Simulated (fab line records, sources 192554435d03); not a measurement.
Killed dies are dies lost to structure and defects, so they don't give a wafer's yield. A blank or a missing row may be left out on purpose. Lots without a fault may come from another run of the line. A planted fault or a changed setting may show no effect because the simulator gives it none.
fab line records | flow n5_finfet
record lots=7 wafers=18 last_day=17
route steps=1938 shown BEOL_M5@1142 PASSIVATION@1936
lots that met no fault: from a run of the same line without faults
start_h: hours from the record's first day to the start of the lot's first wafer shown | wait_h: hours since the lot's step before | " the same as in the row above | L1.1+2: a row that stands for several wafers | - no value, or no start given | * or withheld: withheld | < > ~ a bound
route shown NAME@n: a module of which the file shows steps, and the number in the route of the first | usual: mean/standard deviation of fault-free wafers | same: alike in all rows | chamber/n: place in a boat | sites: the reading at each site | _std_site: their standard deviation | _edge_site: outer sites' mean less inner sites' | radius_mm: how far each site lies from the wafer's centre | mask NAME#n: copy n | behind: the tool/chamber that last shaped the wafer | hold: why the lot was held/for how many hours/how that ended | device: the transistor (n, p or np) that didn't switch | end of line: the same wafers' tests at the end of the route | a step without rows: its recipe alone | killed: dies lost to structure and defects at the first sort, not the wafer's yield | map: a wafer's dies, x killed, . not, _ none there
set.NAME: the setting as run; set.NAME@STEP: as run at that earlier step | model.NAME: the simulator's own value behind a step, which no gauge read
lots at some steps of the route; a table a step, a row a wafer
services: from which hour (start_h, from the record's first day; less than 0 if before it) a tool's chamber was out of use, for how many hours, and why
## steps
# step N5_BEOL_M5_COAT_22
# recipe resist=CAR-EUV spin_rpm=1500 resist_thk_nm=30
# step N5_BEOL_M5_EBR_24
# recipe solvent=PGMEA ebr_width_mm=1.5
# step N5_BEOL_M5_SOFTBAKE_23
# recipe temp_c=110 time_s=60 resist=CAR-EUV
# step N5_BEOL_M5_EXPOSE_25
# recipe mask_id=V4 na=0.33 source_shape=quasar sigma_inner=0.2 sigma_outer=0.6 polarization=unpolarized defocus_nm=10 dose_mj=52.75
# step N5_BEOL_M5_PEB_26
# recipe peb_temp_c=100 peb_time_s=60 resist=CAR-EUV
# step N5_BEOL_M5_DEVELOP_27
# recipe develop_time_s=30 developer=TMAH resist=CAR-EUV rinse_liquid=surfactant_rinse dry=air_spin dev_temp_c=23
# step N5_BEOL_M5_CD_MEAS_28
# recipe target_cd_nm=30.6 landing_energy_ev=500 detector=se_inlens target_cd_y_nm=20 polarity=opening
# usual cd_nm=30.73/0.28
# columns lot.wafer tool chamber start_h wait_h cd_nm
L403.4 cd_sem-01 0 198.83 - 30.73
L403.5 " 0 " " 31.09
L403.6 " 0 " " 30.79
L407.3 cd_sem-01 0 226.21 - 30.63
L407.4 " 0 " " 30.77
L407.6 " 0 " " 30.72
L411.4 cd_sem-03 0 251.76 - 30.46
L411.5 " 0 " " 30.80
L413.3 cd_sem-03 0 252.07 - 30.82
L413.4 " 0 " " 30.57
L414.1 cd_sem-01 0 262.14 - 30.70
L414.3 " 0 " " 30.76
L417.4 cd_sem-01 0 295.78 - 30.34
L417.5 " 0 " " 30.28
L417.6 " 0 " " 30.37
L421.2 cd_sem-03 0 313.07 - 30.89
L421.4 " 0 " " 30.64
L421.5 " 0 " " 31.01
# step N5_BEOL_M5_OVL_MEAS_29
# recipe points_per_wafer=522
# usual V4_OVL=0.2/0.62
# columns lot.wafer tool chamber start_h wait_h V4_OVL[nm]
L403.4 overlay-02 0 198.87 0.0 0.3
L403.5 " 0 " " 0.1
L403.6 " 0 " " 0.2
L407.3 overlay-01 0 226.25 0.0 -0.3
L407.4 " 0 " " -0.1
L407.6 " 0 " " 0.6
L411.4 overlay-02 0 251.81 0.0 -0.9
L411.5 " 0 " " 0.1
L413.3 overlay-02 0 252.11 0.0 0.4
L413.4 " 0 " " 0.4
L414.1 overlay-02 0 262.17 0.0 0.2
L414.3 " 0 " " -0.8
L417.4 overlay-02 0 295.82 0.0 0.7
L417.5 " 0 " " 1.7
L417.6 " 0 " " 0.9
L421.2 overlay-01 0 313.11 0.0 0.2
L421.4 " 0 " " 1.3
L421.5 " 0 " " 0.3
# step N5_BEOL_M5_INSPECT_30
# recipe mode=adi inspect_instrument=brightfield
# usual raw_defect_count=407/99
# columns lot.wafer tool chamber start_h wait_h raw_defect_count
L403.4 defect_inspect-02 - 198.92 0.0 378
L403.5 " - " " 279
L403.6 " - " " 388
L407.3 defect_inspect-01 - 226.30 0.0 380
L407.4 " - " " 553
L407.6 " - " " 441
L411.4 defect_inspect-02 - 251.85 0.0 530
L411.5 " - " " 361
L413.3 defect_inspect-02 - 252.16 0.0 282
L413.4 " - " " 317
L414.1 defect_inspect-02 - 262.23 0.1 453
L414.3 " - " " 307
L417.4 defect_inspect-02 - 295.87 0.0 380
L417.5 " - " " 483
L417.6 " - " " 702
L421.2 defect_inspect-01 - 313.16 0.0 409
L421.4 " - " " 362
L421.5 " - " " 433
# step N5_BEOL_M5_DESCUM_33
# recipe chemistry=O2 time_s=7 source_power_w=50 bias_power_w=20 pressure_mtorr=20 rf_frequency_hz=2.712e+07 temp_c=40 resist=CAR-EUV o2_flow_sccm=225
# usual drypump_motor_current_A=5.7/0.38 oes_product_au=0.76/0.087 rf_vpp_V=242.9/1.3 showerhead_plenum_p_Torr=2.07/0.064 throttle_valve_pct=20.48/0.24
# columns lot.wafer tool chamber start_h wait_h drypump_motor_current_A oes_product_au rf_hours_counter_h rf_vpp_V showerhead_plenum_p_Torr throttle_valve_pct
L403.4 rie_diel-03 0 199.20 0.3 5.7 0.73 - 244.4 2.20 20.71
L403.5 " 1 " " 6.2 0.75 - 245.2 2.14 20.62
L403.6 " 3 " " 5.7 0.73 - 240.4 2.00 20.55
L407.3 rie_diel-02 3 226.33 0.0 5.4 0.79 103 241.6 2.09 19.90
L407.4 " 2 " " 5.1 0.69 212 243.5 2.08 20.67
L407.6 " 1 " " 5.8 0.92 - 242.7 2.05 20.22
L411.4 rie_diel-02 3 252.08 0.2 5.3 0.78 113 243.4 2.09 19.94
L411.5 " 3 " " 5.4 0.78 - 242.5 2.09 19.94
L413.3 rie_diel-02 1 252.47 0.3 5.8 0.89 46 243.4 2.05 20.24
L413.4 " 3 " " 5.3 0.77 113 242.1 2.09 19.95
L414.1 rie_diel-02 2 262.26 0.0 5.1 0.67 223 244.6 2.07 20.68
L414.3 " 3 " " 5.4 0.78 115 242.7 2.08 19.93
L417.4 rie_diel-01 1 295.90 0.0 5.5 0.71 232 241.6 2.06 20.62
L417.5 " 1 " " 5.5 0.70 - 243.7 2.06 20.62
L417.6 " 0 " " 5.7 1.01 - 242.4 2.08 20.09
L421.2 rie_diel-01 3 313.46 0.3 5.4 0.68 217 242.9 2.07 20.53
L421.4 " 1 " " 5.5 0.69 237 244.0 2.06 20.62
L421.5 " 0 " " 5.7 0.97 - 241.6 2.08 20.06
# step N5_BEOL_M5_ETCH_75
# recipe chemistry=N2/H2 target=underlayer target_depth_a=65 mask_material=CAR-EUV time_s=5.2 ion_energy_ev=200 pressure_mtorr=30 source_w=840 bias_w=150 n2_flow_sccm=200 h2_flow_sccm=200 ends=cleared
# usual drypump_motor_current_A=5.7/0.38 etch_rf_on_time_s=5.18/0.2 h2_flow_sccm=200.0/0.56 oes_product_au=0.65/0.076 rf_vpp_V=523.2/2.4 showerhead_plenum_p_Torr=2.52/0.075 throttle_valve_pct=17.9/0.32
# columns lot.wafer tool chamber start_h wait_h drypump_motor_current_A etch_rf_on_time_s h2_flow_sccm oes_product_au rf_hours_counter_h rf_vpp_V showerhead_plenum_p_Torr throttle_valve_pct
L403.4 rie_diel-03 0 199.23 0.0 5.7 5.57 199.7 0.59 - 526.5 2.63 17.9
L403.5 " 1 " " 6.3 5.23 199.9 0.64 - 525.7 2.63 18.2
L403.6 " 3 " " 5.8 5.06 199.4 0.62 - 520.9 2.39 17.7
L407.3 rie_diel-02 3 226.37 0.0 5.4 5.14 200.5 0.68 103 524.7 2.55 17.5
L407.4 " 2 " " 5.1 5.00 200.2 0.60 212 525.5 2.52 18.1
L407.6 " 1 " " 5.8 5.08 200.5 0.77 - 522.1 2.48 17.6
L411.4 rie_diel-02 3 252.11 0.0 5.4 5.28 199.5 0.66 113 523.3 2.55 17.5
L411.5 " 3 " " 5.4 5.29 199.8 0.66 - 524.0 2.55 17.5
L413.3 rie_diel-02 1 252.50 0.0 5.8 5.06 199.1 0.77 46 522.4 2.47 17.5
L413.4 " 3 " " 5.3 5.27 199.6 0.66 113 522.8 2.55 17.5
L414.1 rie_diel-02 2 262.29 0.0 5.1 4.95 200.2 0.59 223 523.8 2.51 18.1
L414.3 " 3 " " 5.3 5.26 200.6 0.66 115 522.6 2.54 17.5
L417.4 rie_diel-01 1 295.93 0.0 5.5 5.11 200.6 0.60 232 522.8 2.50 18.1
L417.5 " 1 " " 5.5 5.05 199.9 0.60 - 523.7 2.50 18.0
L417.6 " 0 " " 5.7 4.91 200.5 0.87 - 523.4 2.50 17.2
L421.2 rie_diel-01 3 313.49 0.0 5.4 5.60 199.6 0.58 217 523.7 2.51 18.0
L421.4 " 1 " " 5.5 5.10 201.5 0.60 237 519.4 2.50 18.0
L421.5 " 0 " " 5.7 4.91 200.1 0.84 - 524.5 2.50 17.2
# step N5_BEOL_M5_ETCH_67
# recipe chemistry=CF4 target=SiARC target_depth_a=156 mask_material=CAR-EUV time_s=26 ion_energy_ev=80 pressure_mtorr=40 source_w=545 bias_w=36 Ar_flow_sccm=100 cf4_flow_sccm=100 ends=cleared
# usual drypump_motor_current_A=5.7/0.38 etch_rf_on_time_s=26.0/1.1 oes_product_au=0.65/0.075 rf_vpp_V=183.9/1.2 showerhead_plenum_p_Torr=2.13/0.058 throttle_valve_pct=15.72/0.27
# columns lot.wafer tool chamber start_h wait_h drypump_motor_current_A etch_rf_on_time_s oes_product_au rf_hours_counter_h rf_vpp_V showerhead_plenum_p_Torr throttle_valve_pct
L403.4 rie_diel-03 0 199.25 0.0 5.7 27.7 0.61 - 184.2 2.20 15.67
L403.5 " 1 " " 6.2 26.3 0.64 - 185.3 2.23 16.00
L403.6 " 3 " " 5.8 24.8 0.63 - 181.1 2.04 15.66
L407.3 rie_diel-02 3 226.38 0.0 5.4 26.3 0.67 103 182.9 2.14 15.15
L407.4 " 2 " " 5.2 25.3 0.59 212 184.0 2.11 15.84
L407.6 " 1 " " 5.7 25.9 0.78 - 183.6 2.11 15.46
L411.4 rie_diel-02 3 252.13 0.0 5.3 26.6 0.67 113 184.2 2.13 15.19
L411.5 " 3 " " 5.4 26.8 0.66 - 184.1 2.13 15.18
L413.3 rie_diel-02 1 252.52 0.0 5.8 25.9 0.75 46 181.4 2.11 15.49
L413.4 " 3 " " 5.3 26.8 0.66 113 183.5 2.13 15.19
L414.1 rie_diel-02 2 262.31 0.0 5.1 25.1 0.59 223 182.6 2.11 15.89
L414.3 " 3 " " 5.3 26.6 0.65 115 184.7 2.13 15.19
L417.4 rie_diel-01 1 295.95 0.0 5.5 25.0 0.61 232 183.9 2.13 15.93
L417.5 " 1 " " 5.5 25.2 0.61 - 183.1 2.13 15.96
L417.6 " 0 " " 5.6 24.7 0.87 - 184.0 2.11 15.11
L421.2 rie_diel-01 3 313.51 0.0 5.4 28.5 0.58 217 184.1 2.13 15.83
L421.4 " 1 " " 5.5 25.4 0.60 237 182.7 2.13 15.96
L421.5 " 0 " " 5.7 24.6 0.84 - 184.6 2.11 15.14
# step N5_BEOL_M5_ETCH_68
# recipe chemistry=N2/H2 target=SOC target_depth_a=800 overetch_a=160 mask_material=SiARC temp_c=40 time_s=120 ion_energy_ev=200 pressure_mtorr=30 source_w=840 bias_w=150 n2_flow_sccm=200 h2_flow_sccm=200
# usual drypump_motor_current_A=5.7/0.38 h2_flow_sccm=200.1/0.57 oes_product_au=0.58/0.061 rf_vpp_V=523.4/2.2 run_length_s=143.1/0.39 showerhead_plenum_p_Torr=2.52/0.075 throttle_valve_pct=17.9/0.32
# columns lot.wafer tool chamber start_h wait_h drypump_motor_current_A h2_flow_sccm oes_product_au rf_hours_counter_h rf_vpp_V run_length_s showerhead_plenum_p_Torr throttle_valve_pct model.SiARC_of_BEOL_M5_COAT_66.thk_nm
L403.4 rie_diel-03 0 199.31 0.0 5.7 199.5 0.56 - 526.5 143.7 2.63 17.8 6.6
L403.5 " 1 " " 6.3 200.7 0.57 - 525.0 143.1 2.63 18.2 6.4
L403.6 " 3 " " 5.7 199.9 0.55 - 520.7 143.2 2.39 17.6 6.4
L407.3 rie_diel-02 3 226.41 0.0 5.4 200.1 0.61 103 525.1 142.6 2.55 17.4 6.4
L407.4 " 2 " " 5.2 200.2 0.53 212 523.6 143.6 2.52 18.0 6.2
L407.6 " 1 " " 5.8 200.6 0.69 - 522.9 142.7 2.48 17.5 6.2
L411.4 rie_diel-02 3 252.16 0.0 5.3 199.3 0.57 113 523.6 156.0 2.55 17.4 5.8
L411.5 " 3 " " 5.4 199.6 0.59 - 524.3 142.9 2.55 17.4 6.6
L413.3 rie_diel-02 1 252.55 0.0 5.8 199.3 0.64 46 522.3 156.2 2.47 17.5 5.6
L413.4 " 3 " " 5.3 200.2 0.57 113 522.8 156.0 2.55 17.4 6
L414.1 rie_diel-02 2 262.34 0.0 5.1 199.9 0.51 223 521.8 143.2 2.51 18.0 6.2
L414.3 " 3 " " 5.4 199.2 0.57 115 524.0 155.9 2.54 17.4 5.8
L417.4 rie_diel-01 1 295.98 0.0 5.5 199.5 0.53 232 522.9 143.2 2.50 18.0 6.4
L417.5 " 1 " " 5.5 199.1 0.53 - 523.1 143.1 2.50 18.0 6.4
L417.6 " 0 " " 5.6 200.2 0.75 - 521.9 142.8 2.50 17.2 5.8
L421.2 rie_diel-01 3 313.54 0.0 5.4 200.4 0.54 217 523.2 143.0 2.51 17.9 6.8
L421.4 " 1 " " 5.5 199.7 0.53 237 522.9 143.0 2.50 18.0 6.4
L421.5 " 0 " " 5.6 198.8 0.73 - 524.0 143.4 2.50 17.2 5.8
# step N5_BEOL_M5_STRIP_69
# recipe chemistry=N2/H2 temp_c=40 n2_flow_sccm=200 h2_flow_sccm=200 rf_frequency_hz=6e+07
# step N5_PASSIVATION_PROBE_49
# usual defect_limited_yield=91.8/1.5 killed_at_M0_to_M3=33/11 killed_at_M4_up=13/5 killed_at_contacts=11/5.6 killed_at_front_end=36/12 killed_at_other=3.4/2.5 killed_dies=97/18 killed_open=64/13 killed_short=31/6.9 sort_bin_4_leakage=0.01/0.048 sort_bin_5_function=4.8/1 sort_bin_6_memory=3.1/0.64 sort_n_pass=1083/18 sort_yield_pct=91.8/1.5
# same gross_dies=1180 killed_at_back_side=0 sort_bin_8_speed[%]=0
# columns lot.wafer tool chamber start_h wait_h defect_limited_yield[%] killed_at_M0_to_M3 killed_at_M4_up killed_at_contacts killed_at_front_end killed_at_other killed_dies killed_open killed_short sort_bin_4_leakage[%] sort_bin_5_function[%] sort_bin_6_memory[%] sort_n_pass sort_yield_pct[%]
L407.3 prober-02 - 325.84 0.1 93.6 29 18 5 19 4 75 50 25 0 3.6 2.5 1105 93.6
L407.4 prober-02 - 325.89 0.2 90.9 58 9 9 31 0 107 69 37 0 4.4 4.2 1073 90.9
L407.6 prober-02 - 325.99 0.3 93.1 36 10 9 26 1 82 60 21 0 4.3 2.3 1098 93.1
L411.4 prober-02 - 348.07 0.2 90.8 40 18 17 29 4 108 72 33 0 5.8 2.9 1072 90.8
L411.5 prober-02 - 348.12 0.2 91.8 24 17 23 30 3 97 63 31 0 5.3 2.5 1083 91.8
L413.3 prober-02 - 352.75 0.1 90.1 42 14 7 53 1 117 82 35 0 5.8 3.6 1063 90.1
L413.4 prober-02 - 352.80 0.2 86.5 43 15 6 93 2 159 119 38 0 7.5 5.6 1021 86.5
L414.1 prober-01 - 370.17 0.0 92.8 24 14 15 29 3 85 53 28 0 3.8 3.1 1095 92.8
L414.3 prober-01 - 370.27 0.1 92.7 30 17 8 30 1 86 52 31 0 4.7 2.6 1094 92.7
# killed by level:class
L407.3 BEOL_M4:geometric_particle:open=8 BEOL_M2:geometric_particle:open=6 BEOL_M5:geometric_particle:open=6 MOL_CONTACT_COAG:geometric_particle:open=5 BEOL_M0_SAQP:geometric_particle:open=5 ILD0:geometric_particle:short=4 GATE_CUT:geometric_particle:short=4 BEOL_M0_SAQP:geometric_particle:short=3
L407.4 BEOL_M3:geometric_particle:open=13 BEOL_M0:geometric_particle:open=10 MOL_CONTACT_COAG:geometric_particle:open=8 BEOL_M0_SAQP:geometric_particle:short=8 GATE_CUT:geometric_particle:short=6 BEOL_M0_SAQP:geometric_particle:open=6 BEOL_M2:geometric_particle:short=6 FIN_SAQP:geometric_particle:open=5
L407.6 BEOL_M2:geometric_particle:open=9 FIN_SAQP:geometric_particle:open=8 BEOL_M3:geometric_particle:open=8 MOL_CONTACT_COAG:geometric_particle:open=7 BEOL_M0_SAQP:geometric_particle:short=5 STARTING-WAFER:geometric_particle:open=4 FIN_SAQP:geometric_particle:short=3 ILD0:geometric_particle:open=3
L411.4 BEOL_M0_SAQP:geometric_particle:short=15 BEOL_M0_SAQP:geometric_particle:open=13 MOL_CONTACT_COAG:geometric_particle:open=10 BEOL_M1:geometric_particle:open=8 FIN_SAQP:geometric_particle:open=7 STI_FIN_REVEAL:geometric_particle:open=7 BEOL_M4:geometric_particle:open=6 MOL_CONTACT_COAG:geometric_particle:short=5
L411.5 MOL_CONTACT_COAG:geometric_particle:open=18 BEOL_M0_SAQP:geometric_particle:short=8 BEOL_M0_SAQP:geometric_particle:open=7 FIN_SAQP:geometric_particle:open=6 DUMMY_GATE:geometric_particle:open=6 MOL_CONTACT_COAG:geometric_particle:short=5 FIN_SAQP:geometric_particle:short=4 STI_FIN_REVEAL:geometric_particle:open=4
L413.3 STI_FIN_REVEAL:geometric_particle:open=13 FIN_SAQP:geometric_particle:open=13 FIN_SAQP:geometric_particle:short=12 BEOL_M0_SAQP:geometric_particle:open=9 BEOL_M3:geometric_particle:open=9 BEOL_M4:geometric_particle:open=8 MOL_CONTACT_COAG:geometric_particle:open=7 BEOL_M0_SAQP:geometric_particle:short=7
L413.4 FIN_SAQP:geometric_particle:open=40 FIN_SAQP:geometric_particle:short=12 GATE_CUT:geometric_particle:open=11 BEOL_M2:geometric_particle:open=11 BEOL_M0_SAQP:geometric_particle:open=9 DUMMY_GATE:geometric_particle:open=8 GATE_CUT:geometric_particle:short=8 BEOL_M1:geometric_particle:open=7
L414.1 MOL_CONTACT_COAG:geometric_particle:open=12 FIN_SAQP:geometric_particle:short=7 STI_FIN_REVEAL:geometric_particle:open=6 BEOL_M4:geometric_particle:open=6 BEOL_M0_SAQP:geometric_particle:open=5 BEOL_M3:geometric_particle:open=5 BEOL_M0_SAQP:geometric_particle:short=4 FIN_SAQP:geometric_particle:open=3
L414.3 FIN_SAQP:geometric_particle:short=10 FIN_SAQP:geometric_particle:open=7 BEOL_M1:geometric_particle:open=7 MOL_CONTACT_COAG:geometric_particle:open=6 BEOL_M4:geometric_particle:open=6 BEOL_M2:geometric_particle:open=5 BEOL_M0_SAQP:geometric_particle:open=4 BEOL_M0:geometric_particle:open=4
## services
# columns tool chamber start_h hours kind
rie_diel-01 3 176.74 8.3 repair
rie_diel-03 2 181.29 - clean
rie_diel-03 2 181.29 - consumable_replace:focus_ring
rie_diel-03 2 181.29 - consumable_replace:showerhead
rie_diel-03 2 181.29 19.7 scheduled_down
rie_diel-03 2 181.29 19.7 vent_cycle
rie_diel-03 - 234.90 15.6 pm
rie_diel-01 0 270.83 - clean
rie_diel-01 0 270.83 - consumable_replace:focus_ring
rie_diel-01 0 270.83 24.0 scheduled_down
rie_diel-01 0 270.83 24.0 vent_cycle
rie_diel-01 - 300.50 2.8 pm
## key
first_sign step=N5_BEOL_M5_ETCH_68 reading=run_length_s direction=up sigmas=33 usual=* struck=*
effect none on later readings
model_effect step=N5_BEOL_M5_ETCH_68 value=SiARC_of_BEOL_M5_COAT_66.thk_nm without=6.45 struck=5.8
met_at N5_BEOL_M5_ETCH_68
struck_wafers L411.4,L413.3,L413.4,L414.3
onset_between 226.41 252.16
fault kind=process_parameter_drift tool=rie_diel-02 chamber=- onset_h=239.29 steps=N5_BEOL_M5_ETCH_68 channel=time_s offset=* shape=step end_h=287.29 scope=struck_wafers_only acts_in=* stated=*
